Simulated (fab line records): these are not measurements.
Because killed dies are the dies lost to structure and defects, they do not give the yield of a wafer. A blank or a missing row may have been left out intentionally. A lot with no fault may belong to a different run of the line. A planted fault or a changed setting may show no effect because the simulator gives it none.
Which of the tools did it?	flow n5 finfet	24 lots, 72 wafers sampled, at 2 steps of a route of 1938

== WHAT THE GAUGES SHOWED, per wafer ==
N5_FIN_SAQP_THK_MEAS_07.
lot	measured	on	thk nm (nm)
L074	day 1 20:56	film metro-01	58.9 61.0 60.2
L075	day 2 03:47	film metro-01	59.2 60.8 61.1
L076	day 2 09:32	film metro-02	60.9 61.1 60.4
L077	day 2 14:40	film metro-01	59.8 60.9 60.8
L078	day 2 21:05	film metro-02	60.3 60.6 61.4
L079	day 3 03:42	film metro-01	60.1 58.6 59.7
L080	day 3 09:07	film metro-02	59.7 60.6 62.1
L081	day 3 15:20	film metro-02	59.4 59.7 60.4
L082	day 3 20:55	film metro-02	60.0 60.0 61.5
L083	day 4 03:11	film metro-02	59.6 60.4 60.1
L084	day 4 09:59	film metro-01	60.1 60.9 61.3
L085	day 4 16:44	film metro-02	58.6 58.3 59.1
L086	day 4 22:10	film metro-02	59.6 59.6 60.2
L087	day 5 04:02	film metro-02	58.9 61.0 60.9
L088	day 5 11:10	film metro-02	59.6 61.0 59.9
L089	day 5 17:13	film metro-01	59.0 59.5 59.9
L090	day 5 20:43	film metro-02	59.6 59.9 60.3
L091	day 6 03:09	film metro-02	58.4 60.5 59.8
L092	day 6 08:47	film metro-02	58.6 59.6 59.2
L093	day 6 15:34	film metro-02	60.6 60.9 62.2
L094	day 6 21:27	film metro-01	58.9 60.4 60.4
L095	day 7 03:16	film metro-02	61.1 61.7 60.7
L096	day 7 09:00	film metro-02	58.7 60.6 59.5
L097	day 7 16:29	film metro-01	61.2 60.5 60.5

== EACH LOT AND THE TOOL THAT RAN IT (in order: tool; ch and the chambers of the sampled wafers; start) ==
lot	N5_FIN_SAQP_ALD_61
L074	ald sin-01 ch 0,1,3, day 1 20:07
L075	ald sin-02 ch 0,2, day 2 02:59
L076	ald sin-01 ch 2,3, day 2 08:32
L077	ald sin-01 ch 0,1,3, day 2 13:47
L078	ald sin-02 ch 0,2,3, day 2 20:20
L079	ald sin-04 ch 0,1,3, day 3 02:59
L080	ald sin-02 ch 0,2,3, day 3 08:16
L081	ald sin-04 ch 0,2,3, day 3 14:37
L082	ald sin-04 ch 0,2,3, day 3 20:04
L083	ald sin-01 ch 1,2,3, day 4 02:17
L084	ald sin-01 ch 0,2,3, day 4 09:17
L085	ald sin-02 ch 0,1,3, day 4 16:01
L086	ald sin-02 ch 0,1,2, day 4 21:13
L087	ald sin-02 ch 2,3, day 5 03:16
L088	ald sin-01 ch 1,3, day 5 10:23
L089	ald sin-02 ch 2,3, day 5 16:21
L090	ald sin-01 ch 1,2,3, day 5 20:00
L091	ald sin-04 ch 0,2,3, day 6 02:26
L092	ald sin-04 ch 0,1,3, day 6 08:01
L093	ald sin-01 ch 0,1,3, day 6 14:40
L094	ald sin-04 ch 2,3, day 6 20:43
L095	ald sin-01 ch 0,3, day 7 02:33
L096	ald sin-04 ch 0,3, day 7 08:16
L097	ald sin-02 ch 1,2,3, day 7 15:47
- N5_FIN_SAQP_ALD_61: deposits SiO2, target thk 4 nm, pulse time 1 s, purge time 2 s.

== AS READ BY THE TOOLS THEMSELVES (means over the sampled wafers that have a number; for cases with no such wafer, the mark the record gives instead) ==
N5_FIN_SAQP_ALD_61.
lot	tool	heater power w (W)	precursor pulse height rel	susceptor temp C (C)
L074	ald sin-01	470	0.988	300.00
L075	ald sin-02	452	1.010	299.98
L076	ald sin-01	462	1.016	299.94
L077	ald sin-01	474	1.031	300.11
L078	ald sin-02	479	0.998	299.99
L079	ald sin-04	478	1.013	300.01
L080	ald sin-02	477	0.993	300.00
L081	ald sin-04	448	0.984	299.98
L082	ald sin-04	450	0.990	299.94
L083	ald sin-01	466	1.007	300.22
L084	ald sin-01	466	0.989	299.94
L085	ald sin-02	513	1.003	299.95
L086	ald sin-02	492	1.014	299.88
L087	ald sin-02	482	1.002	299.94
L088	ald sin-01	458	0.989	299.74
L089	ald sin-02	498	1.011	300.08
L090	ald sin-01	463	0.994	300.03
L091	ald sin-04	451	1.021	300.11
L092	ald sin-04	469	0.999	300.03
L093	ald sin-01	474	0.986	299.96
L094	ald sin-04	441	1.033	300.05
L095	ald sin-01	485	0.991	300.01
L096	ald sin-04	463	1.016	300.29
L097	ald sin-02	523	1.025	299.96

== THE ANSWER, worked out from the rows above alone ==
Rule: the lots themselves supply what counts as usual. The widest of any qualifying gaps counts: lots, ordered by their means at a reading, are off when they make up no more than a third of the lots, leave a main group of 4 or more, and stand apart from it by 3 or more times the standard deviation of that group's means. The tables above print the reading to a certain number of digits; a main group whose means all agree to those digits is not used. Also off: a lot with no number at a reading for which 4 or more lots have one. Where the step has rows for the other lots, those lots are counted as sound. The gauges are gone through in route order, then the tools' own readings, and for those a lot's mean is taken as printed above. At the first step where some lot is off, the reading lying furthest off is the one used; lots without a number count as furthest.
None of the lots is off at any reading shown; this tells nothing.

== WHAT THE SIMULATOR HAD PUT IN ==
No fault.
